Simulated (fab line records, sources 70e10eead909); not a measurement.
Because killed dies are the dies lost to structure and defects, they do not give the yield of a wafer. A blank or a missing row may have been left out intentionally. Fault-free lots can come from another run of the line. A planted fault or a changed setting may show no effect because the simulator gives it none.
A struck lot beside a sound one | flow nand harc | 14 steps out of a route of 1302
Sound: these wafers, L638.2, L638.4, L638.5. Wafers L635.1, L635.2, L635.5 were the ones struck. The cause comes at the end.
Per side, at each step with rows, come the tool, then ch with its chambers, and then its first start. Under that, the readings that differ: sound wafers | struck wafers | difference of the means | sigmas: that difference in standard deviations of wafers without a fault.
alike: readings whose means differ by less than 2 such deviations, and words and numbers that are the same on both sides. not compared: withheld readings, readings that some wafer has no value for, bounds like >300 that may hide the same value, and numbers for which the record gives no deviation and whose values overlap.
Wherever a step has rows on one side only, a row that says differs or no value, or a row with sigmas, the two part there. When numbers do not overlap yet have no deviation, they are printed without sigmas and do not part them. A reading that every wafer of one side lacks parts them only if that side has two wafers or more.

NHARC_P_M1_CD_MEAS_09: the cd target is 130 nm.
  sound on cd sem-03 ch 0, day 12 09:56; struck on cd sem-01 ch 0, day 11 03:41
  alike: cd nm
NHARC_P_M1_OVL_MEAS_10: pitch 260 nm.
  struck on overlay-01, day 11 03:46; sound on overlay-01, day 12 10:01
  alike: overlay x nm, overlay y nm
NHARC_P_M1_INSPECT_11:
  struck on defect inspect-01, day 11 03:48; sound on defect inspect-01, day 12 10:04
  alike: raw defect count
NHARC_P_M1_DESCUM_14: chemistry O2, time 3 s.
  sound on rie diel-05 ch 1,3, day 12 10:07; struck on rie diel-11 ch 1,2,3, day 11 03:52
  alike: chamber pressure mTorr, drypump motor current A, oes product au, rf vpp V, showerhead plenum p Torr, throttle valve pct
  not compared: rf hours counter h
then, 1 step without rows for these wafers: NHARC_P_M1_ETCH_35 (etches the open film in N2/H2, target depth 40 nm, overetch 12 nm, time 43.94 s).
NHARC_P_M1_ETCH_15: etches the open film in C4F8/Ar, target depth 182.5 nm, time 91.2 s.
  sound on rie diel-05 ch 1,2,3; struck on rie diel-11 ch 0,1
  alike: chamber pressure mTorr, oes product au, rf vpp V
  not compared: rf hours counter h
NHARC_P_M1_CD_MEAS_16:
  struck on cd sem-03, day 11 04:10; sound on cd sem-03, day 12 10:25
  alike: cd nm
then, 1 step without rows for these wafers: NHARC_P_M1_STRIP_18 (strips in N2/H2).
NHARC_P_M1_ETCH_28: etches the open film in CF4/N2, target depth 30 nm, time 72.99 s.
  sound on rie diel-11 ch 0,2; struck on rie diel-11 ch 0,2,3
  alike: chamber pressure mTorr, drypump motor current A, n2 flow sccm, oes product au, rf vpp V, showerhead plenum p Torr, throttle valve pct
  not compared: rf hours counter h
then, 1 step without rows for these wafers: NHARC_P_M1_STRIP_19 (strips in post etch residue remover, time 600 s).
NHARC_P_M1_DEGAS_29: time 60 s.
  struck on pvd sputter-01, day 11 04:53; sound on pvd sputter-01, day 12 11:08
  alike: heater power w
NHARC_P_M1_PRE_CLEAN_30: time 30 s.
  sound on pvd sputter-01; struck on pvd sputter-01
  alike: heater power w
NHARC_P_M1_PVD_20: deposits TaN, target thk 5 nm, time 8.06 s.
  struck on pvd sputter-01, day 11 05:01; sound on pvd sputter-01, day 12 11:16
  no value came back on the struck wafers for bias v (V), cathode dc power W (W), throttle valve pct (%); on the sound wafers bias v (V) reads 168.8 171.3 166.4
then, 1 step without rows for these wafers: NHARC_P_M1_PVD_21 (deposits Cu, target thk 30 nm, time 20.49 s).

## WHERE THEY PART
At NHARC_P_M1_PVD_20 and nowhere else, as far as this record goes.

WHY: what had been put in by the simulator
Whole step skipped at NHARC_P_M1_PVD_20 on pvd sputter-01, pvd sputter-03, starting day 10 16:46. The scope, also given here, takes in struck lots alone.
